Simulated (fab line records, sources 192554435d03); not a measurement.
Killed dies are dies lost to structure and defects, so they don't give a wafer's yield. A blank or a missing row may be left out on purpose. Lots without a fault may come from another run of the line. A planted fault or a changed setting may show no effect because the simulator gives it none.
Chamber matching | flow n5_finfet | N5_PASSIVATION_PECVD_00 on pecvd-01: 3 sister chambers
The step deposits SiO2 from SiH4/N2O, target thk 200 nm, time 11.2 s. 3 wafers are shown with their chamber, then 8 later ones without.

WAFERS WITH THEIR CHAMBER
wafer  | chamber | showerhead_plenum_p_Torr (Torr)
L092.2 | 1       | 8.06
L092.4 | 2       | 8.03
L088.3 | 0       | 8.20

WAFERS WITHOUT THEIR CHAMBER
wafer  | showerhead_plenum_p_Torr (Torr)
L088.5 | 8.07
L088.6 | 8.05
L087.3 | 8.09
L087.4 | 8.05
L087.6 | 8.21
L091.1 | 8.04
L091.3 | 8.19
L091.4 | 8.05

WHICH CHAMBER EACH WENT THROUGH
wafer  | from the rows above     | in truth
L088.5 | 1                       | 1
L088.6 | can't be placed: 1 or 2 | 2
L087.3 | 1                       | 1
L087.4 | can't be placed: 1 or 2 | 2
L087.6 | 0                       | 0
L091.1 | can't be placed: 2 or 1 | 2
L091.3 | 0                       | 0
L091.4 | can't be placed: 1 or 2 | 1
Placed correctly: 4 of 8. Can't be placed from these rows: 4 (the true chamber is among the candidates in 4). Placed wrongly: 0.
How it was worked out, from the rows above alone: a wafer's distance from a chamber is the root of the sum, over the readings, of the square of ((its reading less the chamber's mean) divided by the reading's scatter). The wafer belongs to the nearest chamber; if the next one is less than 2 further off, it can't be placed. A chamber's mean is the mean of its shown wafers. The scatter: with one shown wafer a chamber, the root of the mean of the squares of how far each hidden wafer lies from its nearest shown one.
